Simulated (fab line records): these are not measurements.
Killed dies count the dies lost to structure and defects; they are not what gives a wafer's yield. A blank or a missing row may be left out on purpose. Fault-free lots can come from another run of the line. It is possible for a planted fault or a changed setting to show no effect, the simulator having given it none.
fab line records	flow nand-harc
record lots=5	wafers=15	last-day=24
route steps=1159 shown A_STAIRCASE@547 END@1159
lots that met no fault: taken from a fault-free run of the same line
start-h: hours from the record's first day to the start of the lot's first wafer shown	wait-h: time in hours since the lot's previous step	" the same as in the row above	L1.1+2: a row that stands for several wafers	- no value, or no start was given	* or withheld: withheld	< > ~ a bound
route shown NAME@n: NAME is a module with steps in the file, n the number in the route of the first one	usual: average and standard deviation across the fault-free wafers	same: alike in all rows	chamber/n: place in a boat	sites: per-site readings	_std_site: the values' standard deviation	_edge_site: outer sites' mean less inner sites'	radius-mm: how far each site lies from the wafer's centre	mask NAME#n: copy n	behind: the last tool/chamber to shape the wafer	hold: why the lot was held/for how many hours/how that ended	device: transistor that didn't switch, given as n, p or np	end of line: tests of these same wafers at the route's end	a step with no rows: only its recipe	killed: the dies lost at the first sort to structure and to defects; this is not the yield of the wafer	map: per-die view of a wafer (x killed, . not killed, _ where there is no die)
set.NAME: the setting that was run; set.NAME@STEP: the one run at that earlier step	model.NAME: the simulator's own value behind a step, which no gauge read
certain route steps with their lots: each step a table, each wafer a row
services: when a tool's chamber went out of use (start-h, in hours from the record's first day, below 0 if earlier), for how many hours, and the reason
## steps
# step NHARC_A_STAIRCASE_DESCUM_11
# recipe time-s=3	o2-flow-sccm=200	ar-flow-sccm=0	bias-power-w=0	chemistry=O2
# usual drypump-motor-current-A=5.6/0.45	oes-product-au=0.999/0.011	rf-vpp-V=57.9/0.86	showerhead-plenum-p-Torr=1.92/0.096	throttle-valve-pct=11.311/0.0097
lot.wafer	tool	chamber	start-h	wait-h	drypump-motor-current-A	oes-product-au	rf-hours-counter-h	rf-vpp-V	showerhead-plenum-p-Torr	throttle-valve-pct
L239.3	rie-diel-11	0	245.97	-	6.5	0.981	16	57.1	2.07	11.311
L239.6	"	3	"	"	5.5	0.988	-	57.6	1.97	11.294
L239.5	"	0	"	"	6.5	0.976	-	58.9	2.07	11.306
L245.4	rie-diel-10	3	271.97	-	6.1	1.004	34	58.4	1.78	11.310
L245.1	"	0	"	"	5.3	1.001	34	57.4	1.92	11.325
L245.6	"	0	"	"	5.3	1.008	-	58.1	1.92	11.314
L247.3	rie-diel-11	0	289.53	-	6.5	0.984	36	59.0	2.06	11.305
L247.1	"	3	"	"	5.5	1.002	28	56.6	1.97	11.317
L247.5	"	0	"	"	6.5	0.983	-	59.1	2.06	11.308
L258.2	rie-diel-09	2	354.55	-	5.5	0.991	33	56.7	1.90	11.307
L258.3	"	3	"	"	5.7	1.012	34	56.3	1.79	11.306
L258.5	"	1	"	"	4.8	1.001	-	57.4	1.99	11.308
L260.2	rie-diel-10	3	371.78	-	6.2	1.003	2	58.9	2.08	11.304
L260.1	"	0	"	"	5.3	1.017	2	58.7	1.91	11.308
L260.4	"	2	"	"	5.3	1.010	2	58.3	1.86	11.330
# step NHARC_A_STAIRCASE_TRIM_12
# recipe time-s=211.2	o2-flow-sccm=500	ar-flow-sccm=0	bias-w=0	chemistry=O2
# step NHARC_A_STAIRCASE_ETCH_13
# recipe target-depth-a=1000	time-s=40.5	ion-energy-ev=400	c4f8-flow-sccm=20	o2-flow-sccm=10	ar-flow-sccm=withheld	rf-w=600	bias-w=1000	chemistry=C4F8/O2
# usual oes-product-au=0.937/0.015	rf-vpp-V=896/5.9
lot.wafer	tool	chamber	start-h	wait-h	oes-product-au	rf-hours-counter-h	rf-vpp-V
L239.3	rie-diel-11	0	-	-	0.909	18	906
L239.5	"	1	"	"	0.916	-	890
L239.6	"	2	"	"	0.922	-	905
L245.4	rie-diel-10	3	-	-	0.960	34	887
L245.1	"	0	"	"	0.960	34	895
L245.6	"	3	"	"	0.963	-	889
L247.1	rie-diel-11	0	-	-	0.922	36	905
L247.3	"	2	"	"	0.947	28	905
L247.5	"	0	"	"	0.932	-	904
L258.3	rie-diel-09	3	-	-	0.944	34	887
L258.2	"	0	"	"	0.921	33	893
L258.5	"	3	"	"	0.935	-	886
L260.2	rie-diel-10	0	-	-	0.942	3	895
L260.1	"	1	"	"	0.948	3	899
L260.4	"	3	"	"	0.947	2	906
# step NHARC_A_STAIRCASE_TRIM_14
# recipe time-s=211.2	o2-flow-sccm=500	ar-flow-sccm=0	bias-w=0	chemistry=O2
# usual drypump-motor-current-A=5.6/0.48	oes-product-au=1.000/0.011	rf-vpp-V=57.8/0.97	run-length-s=232.7/0.31	showerhead-plenum-p-Torr=3.54/0.16	throttle-valve-pct=17.036/0.0088
lot.wafer	tool	chamber	start-h	wait-h	drypump-motor-current-A	oes-product-au	rf-hours-counter-h	rf-vpp-V	run-length-s	showerhead-plenum-p-Torr	throttle-valve-pct
L239.3	rie-diel-11	2	-	-	5.9	0.997	13	58.3	232.0	3.80	17.036
L239.6	"	3	"	"	5.5	1.002	-	57.6	233.2	3.63	17.037
L239.5	"	0	"	"	6.5	0.995	-	57.5	232.7	3.80	17.034
L245.4	rie-diel-10	1	-	-	5.1	0.998	34	58.0	233.1	3.63	17.052
L245.1	"	2	"	"	5.3	1.004	32	56.9	232.5	3.46	17.032
L245.6	"	3	"	"	6.2	0.996	-	58.0	232.4	3.30	17.027
L247.1	rie-diel-11	0	-	-	6.5	0.985	36	56.7	232.5	3.79	17.037
L247.3	"	1	"	"	5.9	0.986	34	56.7	233.1	3.35	17.034
L247.5	"	3	"	"	5.5	0.995	-	57.0	232.9	3.62	17.042
L258.2	rie-diel-09	2	-	-	5.5	1.013	35	59.4	232.8	3.51	17.031
L258.3	"	3	"	"	5.7	1.010	36	57.4	232.3	3.31	17.028
L258.5	"	1	"	"	4.8	0.989	-	58.7	232.6	3.65	17.028
L260.1	rie-diel-10	1	-	-	5.1	1.012	3	58.6	232.5	3.62	17.039
L260.2	"	2	"	"	5.3	1.012	2	57.5	232.5	3.44	17.030
L260.4	"	0	"	"	5.4	1.016	3	59.7	232.9	3.52	17.044
# step NHARC_A_STAIRCASE_ETCH_15
# recipe target-depth-a=1000	time-s=40.5	ion-energy-ev=400	c4f8-flow-sccm=20	o2-flow-sccm=10	ar-flow-sccm=withheld	rf-w=600	bias-w=1000	chemistry=C4F8/O2
# step NHARC_A_STAIRCASE_TRIM_16
# recipe time-s=211.2	o2-flow-sccm=500	ar-flow-sccm=0	bias-w=0	chemistry=O2
# usual drypump-motor-current-A=5.6/0.45	oes-product-au=1.000/0.011	rf-vpp-V=57.9/0.83	run-length-s=232.6/0.35	showerhead-plenum-p-Torr=3.55/0.16	throttle-valve-pct=17.035/0.0088
lot.wafer	tool	chamber	start-h	wait-h	drypump-motor-current-A	oes-product-au	rf-hours-counter-h	rf-vpp-V	run-length-s	showerhead-plenum-p-Torr	throttle-valve-pct
L239.3	rie-diel-11	2	-	-	6.0	0.982	13	58.5	232.0	3.80	17.023
L239.5	"	3	"	"	5.5	0.998	-	57.0	233.0	3.63	17.044
L239.6	"	0	"	"	6.5	0.972	-	58.1	232.5	3.80	17.039
L245.4	rie-diel-10	3	-	-	6.2	1.003	34	58.2	232.1	3.30	17.016
L245.1	"	0	"	"	5.3	1.000	35	59.3	232.7	3.54	17.047
L245.6	"	2	"	"	5.3	1.010	-	56.8	232.1	3.46	17.043
L247.1	rie-diel-11	1	-	-	6.0	0.990	34	57.2	233.4	3.35	17.038
L247.3	"	2	"	"	5.9	0.996	28	58.3	232.2	3.79	17.045
L247.5	"	1	"	"	5.9	0.999	-	59.4	233.4	3.35	17.036
L258.2	rie-diel-09	3	-	-	5.7	1.013	36	56.8	233.0	3.31	17.036
L258.3	"	0	"	"	5.5	1.003	35	57.7	233.0	3.45	17.037
L258.5	"	2	"	"	5.5	1.010	-	58.0	233.0	3.51	17.042
L260.2	rie-diel-10	1	-	-	5.1	1.016	3	58.4	232.6	3.62	17.046
L260.1	"	2	"	"	5.3	1.009	3	57.1	232.2	3.44	17.043
L260.4	"	3	"	"	6.2	0.998	3	57.7	232.3	3.81	17.034
# step NHARC_A_STAIRCASE_ETCH_17
# recipe target-depth-a=1000	time-s=40.5	ion-energy-ev=400	c4f8-flow-sccm=20	o2-flow-sccm=10	ar-flow-sccm=withheld	rf-w=600	bias-w=1000	chemistry=C4F8/O2
# step NHARC_A_STAIRCASE_TRIM_18
# recipe time-s=211.2	o2-flow-sccm=500	ar-flow-sccm=0	bias-w=0	chemistry=O2
# step NHARC_A_STAIRCASE_ETCH_19
# recipe target-depth-a=1000	time-s=40.5	ion-energy-ev=400	c4f8-flow-sccm=20	o2-flow-sccm=10	ar-flow-sccm=withheld	rf-w=600	bias-w=1000	chemistry=C4F8/O2
# step NHARC_A_STAIRCASE_TRIM_20
# recipe time-s=211.2	o2-flow-sccm=500	ar-flow-sccm=0	bias-w=0	chemistry=O2
# step NHARC_A_STAIRCASE_ETCH_21
# recipe target-depth-a=1000	time-s=40.5	ion-energy-ev=400	c4f8-flow-sccm=20	o2-flow-sccm=10	ar-flow-sccm=withheld	rf-w=600	bias-w=1000	chemistry=C4F8/O2
# step NHARC_A_STAIRCASE_TRIM_22
# recipe time-s=211.2	o2-flow-sccm=500	ar-flow-sccm=0	bias-w=0	chemistry=O2
# usual drypump-motor-current-A=5.7/0.45	oes-product-au=1.000/0.011	rf-vpp-V=57.9/0.9	run-length-s=232.6/0.37	showerhead-plenum-p-Torr=3.55/0.17	throttle-valve-pct=17.037/0.0086
lot.wafer	tool	chamber	start-h	wait-h	drypump-motor-current-A	oes-product-au	rf-hours-counter-h	rf-vpp-V	run-length-s	showerhead-plenum-p-Torr	throttle-valve-pct
L239.3	rie-diel-11	2	249.69	-	5.9	0.987	14	58.8	232.5	3.80	17.041
L239.5	"	1	"	"	5.9	0.998	-	56.9	233.6	3.36	17.035
L239.6	"	2	"	"	5.9	0.994	-	57.9	232.3	3.80	17.026
L245.4	rie-diel-11	3	273.38	-	5.5	0.999	21	56.8	232.9	3.63	17.032
L245.1	"	2	"	"	5.9	1.002	23	57.6	232.2	3.80	17.031
L245.6	"	3	"	"	5.5	1.004	-	58.8	232.8	3.63	17.022
L247.3	rie-diel-11	3	291.25	-	5.5	1.005	29	58.9	233.1	3.62	17.061
L247.1	"	1	"	"	5.9	0.993	35	57.2	233.0	3.35	17.041
L247.5	"	0	"	"	6.5	0.998	-	57.6	232.3	3.79	17.045
L258.3	rie-diel-11	1	358.26	-	5.9	0.993	59	56.6	233.0	3.34	17.045
L258.2	"	2	"	"	5.9	0.984	54	58.7	163.9	3.78	17.039
L258.5	"	1	"	"	5.9	0.999	-	57.6	233.5	3.34	17.047
L260.4	rie-diel-10	2	373.16	-	5.3	1.008	3	57.7	232.4	3.44	17.037
L260.2	"	3	"	"	6.2	1.008	3	56.9	232.5	3.81	17.037
L260.1	"	0	"	"	5.4	1.020	3	57.5	232.4	3.52	17.037
# step NHARC_A_STAIRCASE_ETCH_23
# recipe target-depth-a=1000	time-s=40.5	ion-energy-ev=400	c4f8-flow-sccm=20	o2-flow-sccm=10	ar-flow-sccm=withheld	rf-w=600	bias-w=1000	chemistry=C4F8/O2
# usual oes-product-au=0.942/0.016	rf-vpp-V=897/6
lot.wafer	tool	chamber	start-h	wait-h	oes-product-au	rf-hours-counter-h	rf-vpp-V
L239.3	rie-diel-11	2	-	-	0.915	14	907
L239.5	"	0	"	"	0.920	-	907
L239.6	"	1	"	"	0.935	-	891
L245.4	rie-diel-11	1	-	-	0.941	29	888
L245.1	"	3	"	"	0.953	21	900
L245.6	"	1	"	"	0.958	-	888
L247.3	rie-diel-11	2	-	-	0.938	29	904
L247.1	"	0	"	"	0.924	37	907
L247.5	"	2	"	"	0.943	-	905
L258.2	rie-diel-11	1	-	-	0.940	59	888
L258.3	"	3	"	"	0.945	54	899
L258.5	"	2	"	"	0.930	-	904
L260.4	rie-diel-10	1	-	-	0.969	3	899
L260.2	"	2	"	"	0.946	3	893
L260.1	"	3	"	"	0.941	3	906
# step NHARC_END_SORT_01
# recipe temp-c=25
# usual killed-at-array=29/11	killed-at-other=0.7/1.1	killed-at-periphery=2.9/2.2	killed-dies=33/11	killed-open=3.1/1.8	killed-short=1.9/1.4
# same gross-dies=677
lot.wafer	tool	chamber	start-h	wait-h	killed-at-array	killed-at-other	killed-at-periphery	killed-dies	killed-open	killed-short
L239.3	prober-02	0	462.90	8.0	16	0	7	23	4	2
L239.5	prober-02	0	464.47	8.5	15	0	8	23	3	0
L239.6	prober-02	0	465.26	8.8	20	0	11	31	3	4
L245.1	prober-02	0	489.16	2.5	11	0	3	14	2	5
L245.4	prober-02	0	491.55	3.4	14	0	6	20	2	1
L245.6	prober-02	0	493.14	4.0	17	0	6	23	2	3
L247.1	prober-02	0	496.94	2.5	24	0	4	28	1	0
L247.3	prober-02	0	498.52	3.1	29	0	1	30	3	0
L258.2	prober-01	0	563.81	2.8	46	0	2	48	0	5
L258.5	prober-01	0	566.20	3.7	52	0	3	55	4	3
# killed by level:class
L239.3 A_SLIT:chamber-film-flake=10 P_CONTACT:chamber-film-flake=3 A_CONTACT:chamber-film-flake=2 P_GATE:geometric-particle:open=1 P_M0:geometric-particle:short=1 A_CHANNEL_HOLE_D1:geometric-particle:open=1 A_CHANNEL_FILL_D1:geometric-particle:open=1 A_CONTACT:geometric-particle:open=1
L239.5 A_SLIT:chamber-film-flake=6 P_ZERO_WELL:chamber-film-flake=3 P_GATE:chamber-film-flake=3 A_CHANNEL_HOLE_D1:chamber-film-flake=3 A_CONTACT:geometric-particle:open=2 P_CONTACT:chamber-film-flake=2 A_CONTACT:chamber-film-flake=2 A_CHANNEL_FILL_D1:geometric-particle:open=1
L239.6 A_SLIT:chamber-film-flake=7 P_CONTACT:chamber-film-flake=6 A_CHANNEL_HOLE_D1:chamber-film-flake=5 P_GATE:chamber-film-flake=3 P_M0:geometric-particle:open=2 A_CONTACT:chamber-film-flake=2 A_CHANNEL_HOLE_D1:geometric-particle:short=1 A_CHANNEL_FILL_D1:geometric-particle:short=1
L245.1 A_CONTACT:chamber-film-flake=3 A_CHANNEL_FILL_D1:geometric-particle:short=2 P_GATE:geometric-particle:short=1 P_CONTACT:geometric-particle:open=1 A_ONON_D1:geometric-particle:open=1 A_ONON_D1:geometric-particle:short=1 A_WL_FILL:geometric-particle:short=1 P_M1:chamber-film-flake=1
L245.4 P_M1:chamber-film-flake=5 A_CONTACT:chamber-film-flake=4 A_CONTACT:geometric-particle:open=2 A_WL_FILL:chamber-film-flake=2 A_CHANNEL_HOLE_D1:chamber-film-flake=2 A_CONTACT:geometric-particle:short=1 P_ZERO_WELL:chamber-film-flake=1 A_ZERO_WELL:chamber-film-flake=1
L245.6 A_CONTACT:chamber-film-flake=8 P_M1:chamber-film-flake=3 A_CONTACT:geometric-particle:open=2 A_CHANNEL_HOLE_D1:chamber-film-flake=2 A_STAIRCASE:chamber-film-flake=2 P_M1:geometric-particle:short=1 A_ONON_D1:geometric-particle:short=1 A_CHANNEL_FILL_D1:geometric-particle:short=1
L247.1 A_CHANNEL_HOLE_D1:chamber-film-flake=15 A_CONTACT:chamber-film-flake=7 P_STI:chamber-film-flake=2 P_M1:geometric-particle:open=1 P_ZERO_WELL:chamber-film-flake=1 A_ZERO_WELL:chamber-film-flake=1 A_STAIRCASE:chamber-film-flake=1
L247.3 A_CHANNEL_HOLE_D1:chamber-film-flake=13 A_CONTACT:chamber-film-flake=10 A_STAIRCASE:chamber-film-flake=4 P_M0:geometric-particle:open=1 A_WL_FILL:geometric-particle:open=1 A_BLC:geometric-particle:open=1
L258.2 A_SLIT:chamber-film-flake=16 A_CHANNEL_HOLE_D1:chamber-film-flake=16 A_STAIRCASE:chamber-film-flake=7 A_STAIRCASE:area-trim=2 P_M1:geometric-particle:short=1 A_SOURCE_PLATE:geometric-particle:short=1 A_CHANNEL_HOLE_D1:geometric-particle:short=1 A_WL_FILL:geometric-particle:short=1
L258.5 A_CHANNEL_HOLE_D1:chamber-film-flake=19 A_SLIT:chamber-film-flake=19 A_STAIRCASE:chamber-film-flake=3 A_CONTACT:chamber-film-flake=3 A_CONTACT:geometric-particle:open=2 P_GATE:chamber-film-flake=2 P_STI:geometric-particle:open=1 A_ONON_D1:geometric-particle:open=1
## services
tool	chamber	start-h	hours	kind
rie-diel-11	3	222.43	15.8	repair
rie-diel-11	0	223.07	-	clean
rie-diel-11	1	223.07	-	clean
rie-diel-11	2	223.07	-	clean
rie-diel-11	0	248.03	-	clean
rie-diel-11	1	248.03	-	clean
rie-diel-11	2	248.03	-	clean
rie-diel-11	3	248.03	-	clean
rie-diel-09	-	254.16	9.0	pm
rie-diel-10	2	262.69	2.8	repair
rie-diel-11	0	272.64	-	clean
rie-diel-11	1	272.64	-	clean
rie-diel-11	2	272.64	-	clean
rie-diel-11	3	272.64	-	clean
rie-diel-11	0	297.21	-	clean
rie-diel-11	1	297.21	-	clean
rie-diel-11	2	297.21	-	clean
rie-diel-11	3	297.21	-	clean
rie-diel-11	1	303.45	4.2	repair
rie-diel-10	1	321.61	9.0	repair
rie-diel-10	2	332.57	1.5	repair
rie-diel-10	-	353.52	9.0	pm
rie-diel-09	3	361.78	33.2	repair
rie-diel-11	-	366.57	9.0	pm
## key
first-sign step=NHARC_A_STAIRCASE_TRIM_22	reading=run-length-s	direction=down	sigmas=99+	usual=*	struck=*
effect none on later readings
met-at NHARC_A_STAIRCASE_TRIM_22
struck-wafers L258.2
tester-left-out L258
onset-between 273.38 358.26
fault kind=process-parameter-drift	tool=rie-diel-11	chamber=2	onset-h=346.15	steps=NHARC_A_STAIRCASE_TRIM_22	channel=time-s	offset=*	shape=step	end-h=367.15	acts-in=*	stated=*
# tester-left-out: of these lots the tester's yield and bins aren't shown, on N5 and GAA mostly nor the transistor test; their killed dies are dies lost to structure and defects alone, not to doping, threshold or leakage, so they don't give the yield
